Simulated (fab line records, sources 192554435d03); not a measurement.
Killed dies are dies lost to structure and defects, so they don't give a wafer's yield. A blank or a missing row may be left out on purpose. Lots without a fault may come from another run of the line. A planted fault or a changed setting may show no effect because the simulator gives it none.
Which tool did it? | flow n5_finfet | 8 lots, 24 wafers sampled, at 6 steps of a route of 1938

WHAT THE GAUGES READ, wafer by wafer
N5_BEOL_M4_RC_MEAS_101.
lot  | measured     | on        | DIBL_N (mV/V)  | DIBL_P (mV/V)  | IOFF_N (nA/um) | IOFF_P (nA/um) | ION_N (uA/um) | ION_P (uA/um) | SS_N (mV/dec)  | SS_P (mV/dec)  | VT_N (mV)   | VT_P (mV)
L149 | day 8 17:16  | prober-01 | 36.2 34.6 33.8 | 38.4 33.9 35.0 | 0.18 0.15 0.13 | 0.24 0.17 0.18 | 671 667 657   | 468 461 457   | 72.0 72.0 71.6 | 73.2 72.3 72.8 | 251 252 252 | -247 -251 -252
L154 | day 10 03:54 | prober-01 | 39.1 37.8 36.3 | 39.1 36.6 35.3 | 0.18 0.16 0.14 | 0.25 0.22 0.19 | 665 665 666   | 463 460 456   | 73.1 72.4 71.7 | 74.1 73.1 72.8 | 252 255 255 | -249 -247 -252
L155 | day 10 06:16 | prober-02 | 37.2 37.7 37.5 | 37.5 37.4 37.3 | 0.18 0.19 0.17 | 0.25 0.24 0.23 | 673 674 669   | 469 467 461   | 71.4 72.3 71.2 | 73.7 74.2 74.2 | 250 252 249 | -247 -247 -249
L165 | day 12 19:32 | prober-02 | 36.3 37.6 38.5 | 36.1 37.0 37.8 | 0.15 0.17 0.17 | 0.20 0.21 0.21 | 689 677 669   | 471 458 457   | 71.4 71.7 72.2 | 72.4 72.8 73.7 | 249 248 253 | -251 -250 -252
L164 | day 13 02:58 | prober-02 | 40.4 34.6 39.7 | 40.5 33.0 38.5 | 0.23 0.11 0.23 | 0.27 0.16 0.24 | 687 658 690   | 463 459 463   | 72.3 71.4 72.9 | 74.8 72.1 74.0 | 244 257 244 | -250 -255 -246
L166 | day 13 05:11 | prober-02 | 38.6 39.7 40.7 | 39.3 40.5 41.6 | 0.18 0.23 0.23 | 0.24 0.26 0.27 | 681 683 692   | 464 463 470   | 71.8 72.4 72.7 | 74.7 74.5 74.2 | 247 244 245 | -250 -249 -249
L168 | day 13 12:23 | prober-02 | 38.9 36.0 34.5 | 38.9 36.7 36.0 | 0.22 0.15 0.13 | 0.25 0.21 0.20 | 682 675 664   | 458 466 462   | 72.6 71.9 71.6 | 73.9 72.7 73.4 | 248 249 253 | -249 -248 -250
L169 | day 13 19:59 | prober-02 | 41.6 37.2 38.0 | 42.9 36.3 37.6 | 0.28 0.17 0.17 | 0.37 0.24 0.23 | 705 670 670   | 480 462 462   | 72.5 71.4 72.1 | 75.0 73.9 73.2 | 243 249 251 | -242 -245 -251

N5_BEOL_M13_THK_MEAS_01.
lot  | measured     | on            | M13_ILD_THK (nm)
L149 | day 11 16:01 | film_metro-02 | 833 817 850
L154 | day 13 03:22 | film_metro-01 | 823 834 311
L155 | day 12 17:07 | film_metro-02 | 827 856 316
L165 | day 15 11:47 | film_metro-02 | 843 859 839
L164 | day 15 22:55 | film_metro-02 | 808 826 820
L166 | day 15 21:34 | film_metro-02 | 829 828 848
L168 | day 16 06:44 | film_metro-01 | 830 835 854
L169 | day 16 10:19 | film_metro-01 | 855 862 853

WHICH TOOL RAN EACH LOT (tool, then ch and the chambers of the sampled wafers, then the start)
lot  | N5_BEOL_M12_DESCUM_33              | N5_BEOL_M12_ETCH_67                | N5_BEOL_M12_SPUTTER_43       | N5_BEOL_M13_ILD_DEP_00
L149 | rie_diel-06 ch 0,1, day 11 12:04   | rie_diel-06 ch 0,1, day 11 12:07   | pvd_sputter-02, day 11 14:13 | pecvd-03 ch 0,1,2, day 11 15:52
L154 | rie_diel-03 ch 1,2, day 12 21:05   | rie_diel-03 ch 1,2, day 12 21:07   | pvd_sputter-01, day 13 02:00 | pecvd-03 ch 0,1, day 13 03:13
L155 | rie_diel-03 ch 1,2,3, day 12 14:51 | rie_diel-03 ch 1,2,3, day 12 14:53 | pvd_sputter-01, day 12 15:46 | pecvd-03 ch 0,1, day 12 16:58
L165 | rie_diel-06 ch 0,1,2, day 15 08:23 | rie_diel-06 ch 0,1,2, day 15 08:26 | pvd_sputter-02, day 15 10:23 | pecvd-01 ch 0,1,2, day 15 11:41
L164 | rie_diel-04 ch 0,1,2, day 15 17:34 | rie_diel-04 ch 0,1,2, day 15 17:37 | pvd_sputter-03, day 15 21:34 | pecvd-03 ch 0,1, day 15 22:46
L166 | rie_diel-06 ch 0,3, day 15 15:28   | rie_diel-06 ch 0,3, day 15 15:29   | pvd_sputter-01, day 15 19:53 | pecvd-03 ch 0,1, day 15 21:21
L168 | rie_diel-03 ch 0,1, day 16 02:35   | rie_diel-03 ch 0,1, day 16 02:37   | pvd_sputter-03, day 16 05:19 | pecvd-03 ch 0,1,2, day 16 06:35
L169 | rie_diel-04 ch 1,2, day 16 07:27   | rie_diel-04 ch 1,2, day 16 07:29   | pvd_sputter-01, day 16 08:54 | pecvd-01 ch 1,2, day 16 10:10
- N5_BEOL_M12_DESCUM_33: chemistry O2, time 7.9 s.
- N5_BEOL_M12_ETCH_67: etches SiARC in CF4, target depth 143 nm, time 238.3 s.
- N5_BEOL_M12_SPUTTER_43: material TaN, target thk 15 nm, time 24.19 s.
- N5_BEOL_M13_ILD_DEP_00: deposits SiOC from DEMS/O2, target thk 837.92 nm, time 166.4 s.

WHAT THE TOOLS THEMSELVES READ (means of the sampled wafers that have a number; where no wafer has one, the mark that the record gives instead)
N5_BEOL_M12_DESCUM_33.
lot  | tool        | drypump_motor_current_A (A) | oes_product_au (a.u.) | rf_vpp_V (V) | showerhead_plenum_p_Torr (Torr) | throttle_valve_pct (%)
L149 | rie_diel-06 | 6.2                         | 0.86                  | 245.5        | 2.19                            | 20.41
L154 | rie_diel-03 | 5.6                         | 0.74                  | 243.6        | 2.16                            | 20.53
L155 | rie_diel-03 | 5.7                         | 0.75                  | 243.4        | 2.13                            | 20.60
L165 | rie_diel-06 | 6.2                         | 0.85                  | 243.0        | 2.13                            | 20.41
L164 | rie_diel-04 | 6.1                         | 0.80                  | 242.0        | 2.04                            | 20.32
L166 | rie_diel-06 | 5.8                         | 0.75                  | 244.3        | 2.16                            | 20.64
L168 | rie_diel-03 | 6.2                         | 0.77                  | 244.5        | 2.12                            | 20.64
L169 | rie_diel-04 | 6.2                         | 0.89                  | 243.5        | 2.10                            | 20.28

N5_BEOL_M12_ETCH_67.
lot  | tool        | drypump_motor_current_A (A) | etch_rf_on_time_s (s) | oes_product_au (a.u.) | rf_vpp_V (V) | showerhead_plenum_p_Torr (Torr) | throttle_valve_pct (%)
L149 | rie_diel-06 | 6.2                         | 238                   | 0.74                  | 185.0        | 2.23                            | 15.52
L154 | rie_diel-03 | 5.6                         | 248                   | 0.62                  | 184.6        | 2.20                            | 15.62
L155 | rie_diel-03 | 5.7                         | 243                   | 0.64                  | 184.9        | 2.16                            | 15.69
L165 | rie_diel-06 | 6.2                         | 235                   | 0.72                  | 184.5        | 2.17                            | 15.52
L164 | rie_diel-04 | 6.0                         | 247                   | 0.68                  | 183.8        | 2.08                            | 15.43
L166 | rie_diel-06 | 5.9                         | 236                   | 0.66                  | 184.4        | 2.20                            | 15.73
L168 | rie_diel-03 | 6.2                         | 244                   | 0.64                  | 184.9        | 2.18                            | 15.79
L169 | rie_diel-04 | 6.2                         | 244                   | 0.74                  | 183.7        | 2.13                            | 15.35

N5_BEOL_M12_SPUTTER_43.
lot  | tool           | throttle_valve_pct (%)
L149 | pvd_sputter-02 | 30.5
L154 | pvd_sputter-01 | 30.3
L155 | pvd_sputter-01 | 29.6
L165 | pvd_sputter-02 | 30.3
L164 | pvd_sputter-03 | 29.8
L166 | pvd_sputter-01 | 29.5
L168 | pvd_sputter-03 | 29.5
L169 | pvd_sputter-01 | 29.6

N5_BEOL_M13_ILD_DEP_00.
lot  | tool     | heater_power_outer_w (W) | heater_power_w (W) | run_length_s (s) | showerhead_plenum_p_Torr (Torr) | throttle_valve_pct (%)
L149 | pecvd-03 | 241                      | 457                | 211.0            | 5.698                           | 11.4
L154 | pecvd-03 | 229                      | 423                | 176.4            | 5.700                           | 11.4
L155 | pecvd-03 | 237                      | 442                | 176.3            | 5.706                           | 11.4
L165 | pecvd-01 | 240                      | 489                | 210.4            | 5.685                           | 11.6
L164 | pecvd-03 | 211                      | 405                | 210.9            | 5.707                           | 11.3
L166 | pecvd-03 | 202                      | 392                | 211.1            | 5.691                           | 11.4
L168 | pecvd-03 | 213                      | 417                | 211.1            | 5.690                           | 11.7
L169 | pecvd-01 | 217                      | 472                | 210.1            | 5.697                           | 11.5

THE ANSWER, worked out from the rows above alone
Rule: what is usual is taken from the lots themselves. Put in order of their means at a reading, lots are off if they are a third of the lots or fewer, leave a main group of 4 or more, and stand apart from it by a gap of 3 or more times the standard deviation of the main group's means; of several such gaps the widest counts. A main group whose means are all the same, to the digits that the tables above print for the reading, isn't used. A lot without any number at a reading at which 4 lots or more have one is off too. The other lots that the step has rows for count as sound. The gauges are gone through in route order, then the tools' own readings, and for those a lot's mean is taken as printed above. The first step at which some lot is off is used, and at that step the reading that is off furthest; a lot without a number counts as furthest.
Off: L154, L155, at N5_BEOL_M13_THK_MEAS_01 (M13_ILD_THK). The main group: mean 838 nm, standard deviation 12.
A tool fits if, at a process step before that reading, it ran every lot that is off, and no sound lot after the first of them. The gauges at N5_BEOL_M13_THK_MEAS_01 aren't tried: what is off there is off at N5_BEOL_M13_ILD_DEP_00 too, on other tools, and a gauge's error can't cause that. None of those tried fits.

WHAT THE SIMULATOR HAD PUT IN
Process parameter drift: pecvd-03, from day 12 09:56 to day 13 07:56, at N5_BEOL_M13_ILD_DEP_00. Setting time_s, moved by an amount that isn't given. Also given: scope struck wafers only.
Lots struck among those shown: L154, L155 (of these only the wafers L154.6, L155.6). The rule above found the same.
